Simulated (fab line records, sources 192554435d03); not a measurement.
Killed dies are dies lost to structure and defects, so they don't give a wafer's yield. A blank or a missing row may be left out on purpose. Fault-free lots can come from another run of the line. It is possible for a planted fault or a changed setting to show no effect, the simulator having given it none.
Split-lot experiment / flow n5Finfet / route with 1938 steps; 7 lots, 21 wafers read

ON THE SPLIT
At N5_BEOL_M14_SPUTTER_43 (material TaN, target thk 15 nm, time 24.19 s), the setting timeS was moved away from the recipe's 24.19 s on 7 of the 21 wafers read, by -7.0% to +14.5%. For the rest of the wafers, this setting stayed at what the recipe calls for.

Reading taken at the split's own step.

THE READING
TaN_of_BEOL_M14_SPUTTER_43.thkNm (the simulator's own value, which no gauge read), in nm, at N5_BEOL_M14_SPUTTER_43 (material TaN, target thk 15 nm, time 24.19 s). No usual value for it is given in the file. Average 14.8 nm, standard deviation 0.27 nm, over the 14 wafers here run with the recipe.

wafer=L074.3; tool, chamber at the split=pvdSputter-01, -; timeS as run, s=27.49; against the recipe=+13.6%; TaN_of_BEOL_M14_SPUTTER_43.thkNm, nm=17.2; against lot-mates on the recipe=+2.4
wafer=L074.4; tool, chamber at the split=pvdSputter-01, -; timeS as run, s=24.19; against the recipe=recipe; TaN_of_BEOL_M14_SPUTTER_43.thkNm, nm=14.8; against lot-mates on the recipe=-
wafer=L074.6; tool, chamber at the split=pvdSputter-01, -; timeS as run, s=27.49; against the recipe=+13.6%; TaN_of_BEOL_M14_SPUTTER_43.thkNm, nm=17; against lot-mates on the recipe=+2.2
wafer=L082.3; tool, chamber at the split=pvdSputter-02, -; timeS as run, s=24.19; against the recipe=recipe; TaN_of_BEOL_M14_SPUTTER_43.thkNm, nm=15.2; against lot-mates on the recipe=-
wafer=L082.4; tool, chamber at the split=pvdSputter-02, -; timeS as run, s=24.19; against the recipe=recipe; TaN_of_BEOL_M14_SPUTTER_43.thkNm, nm=14.8; against lot-mates on the recipe=-
wafer=L082.5; tool, chamber at the split=pvdSputter-02, -; timeS as run, s=27.69; against the recipe=+14.5%; TaN_of_BEOL_M14_SPUTTER_43.thkNm, nm=17; against lot-mates on the recipe=+2.0
wafer=L084.2; tool, chamber at the split=pvdSputter-02, -; timeS as run, s=24.19; against the recipe=recipe; TaN_of_BEOL_M14_SPUTTER_43.thkNm, nm=14.8; against lot-mates on the recipe=-
wafer=L084.5; tool, chamber at the split=pvdSputter-02, -; timeS as run, s=24.19; against the recipe=recipe; TaN_of_BEOL_M14_SPUTTER_43.thkNm, nm=14.6; against lot-mates on the recipe=-
wafer=L084.6; tool, chamber at the split=pvdSputter-02, -; timeS as run, s=24.19; against the recipe=recipe; TaN_of_BEOL_M14_SPUTTER_43.thkNm, nm=14.2; against lot-mates on the recipe=-
wafer=L087.2; tool, chamber at the split=pvdSputter-03, -; timeS as run, s=26.07; against the recipe=+7.8%; TaN_of_BEOL_M14_SPUTTER_43.thkNm, nm=16; against lot-mates on the recipe=+1.0
wafer=L087.3; tool, chamber at the split=pvdSputter-03, -; timeS as run, s=24.19; against the recipe=recipe; TaN_of_BEOL_M14_SPUTTER_43.thkNm, nm=15; against lot-mates on the recipe=-
wafer=L087.4; tool, chamber at the split=pvdSputter-03, -; timeS as run, s=26.07; against the recipe=+7.8%; TaN_of_BEOL_M14_SPUTTER_43.thkNm, nm=15.8; against lot-mates on the recipe=+0.8
wafer=L089.3; tool, chamber at the split=pvdSputter-02, -; timeS as run, s=22.49; against the recipe=-7.0%; TaN_of_BEOL_M14_SPUTTER_43.thkNm, nm=14.2; against lot-mates on the recipe=-1.2
wafer=L089.4; tool, chamber at the split=pvdSputter-02, -; timeS as run, s=24.19; against the recipe=recipe; TaN_of_BEOL_M14_SPUTTER_43.thkNm, nm=15.4; against lot-mates on the recipe=-
wafer=L089.6; tool, chamber at the split=pvdSputter-02, -; timeS as run, s=22.49; against the recipe=-7.0%; TaN_of_BEOL_M14_SPUTTER_43.thkNm, nm=13.6; against lot-mates on the recipe=-1.8
wafer=L096.1; tool, chamber at the split=pvdSputter-03, -; timeS as run, s=24.19; against the recipe=recipe; TaN_of_BEOL_M14_SPUTTER_43.thkNm, nm=14.8; against lot-mates on the recipe=-
wafer=L096.2; tool, chamber at the split=pvdSputter-03, -; timeS as run, s=24.19; against the recipe=recipe; TaN_of_BEOL_M14_SPUTTER_43.thkNm, nm=15; against lot-mates on the recipe=-
wafer=L096.6; tool, chamber at the split=pvdSputter-03, -; timeS as run, s=24.19; against the recipe=recipe; TaN_of_BEOL_M14_SPUTTER_43.thkNm, nm=15; against lot-mates on the recipe=-
wafer=L097.4; tool, chamber at the split=pvdSputter-03, -; timeS as run, s=24.19; against the recipe=recipe; TaN_of_BEOL_M14_SPUTTER_43.thkNm, nm=14.6; against lot-mates on the recipe=-
wafer=L097.5; tool, chamber at the split=pvdSputter-03, -; timeS as run, s=24.19; against the recipe=recipe; TaN_of_BEOL_M14_SPUTTER_43.thkNm, nm=14.8; against lot-mates on the recipe=-
wafer=L097.6; tool, chamber at the split=pvdSputter-03, -; timeS as run, s=24.19; against the recipe=recipe; TaN_of_BEOL_M14_SPUTTER_43.thkNm, nm=14.8; against lot-mates on the recipe=-

THE FIT
A straight line over all 21 wafers: TaN_of_BEOL_M14_SPUTTER_43.thkNm changes by +0.152 nm for each +1% of timeS; r = +0.96; the points scatter about the line by 0.27 nm.
The same after taking each lot's own level away (the mean of its wafers on the recipe; 21 wafers): +0.162 nm for each +1%; r = +0.97; scatter 0.24 nm.
According to that fit, moving timeS by its largest amount changes the reading by 2.3 nm.
The span of the lots' own levels, 14.53 to 15.40 nm, comes to 3.2 times the standard deviation stated above.
Consequently the slope shifts little with the lot-to-lot level, the two slopes agreeing.
Check: with one of the wafers moved furthest among these (+14.5%) left out of the fit, the line predicts +2.37 nm for it against its lot-mates. Against them it came out at +2 nm.

THE OTHER SPLITS THESE WAFERS WENT THROUGH
Before the reading, these wafers also passed through other splits. Each is held against what the fit with the lots' levels taken away leaves over:
other split on the same wafers=N5_BEOL_M11_COAT_22 spinRpm; wafers away from the commonest value=7; r with TaN_of_BEOL_M14_SPUTTER_43.thkNm (lot level and that fit taken away)=-0.20
other split on the same wafers=N5_BEOL_M13_EXPOSE_07 doseMj; wafers away from the commonest value=6; r with TaN_of_BEOL_M14_SPUTTER_43.thkNm (lot level and that fit taken away)=+0.10
other split on the same wafers=N5_BEOL_M13_DESCUM_15 timeS; wafers away from the commonest value=8; r with TaN_of_BEOL_M14_SPUTTER_43.thkNm (lot level and that fit taken away)=+0.13
other split on the same wafers=N5_BEOL_M13_COAT_65 spinRpm; wafers away from the commonest value=7; r with TaN_of_BEOL_M14_SPUTTER_43.thkNm (lot level and that fit taken away)=+0.49

FILE'S OWN FIT
TaN_of_BEOL_M14_SPUTTER_43.thkNm changes by +0.154 nm for each +1% of timeS, r = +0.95.
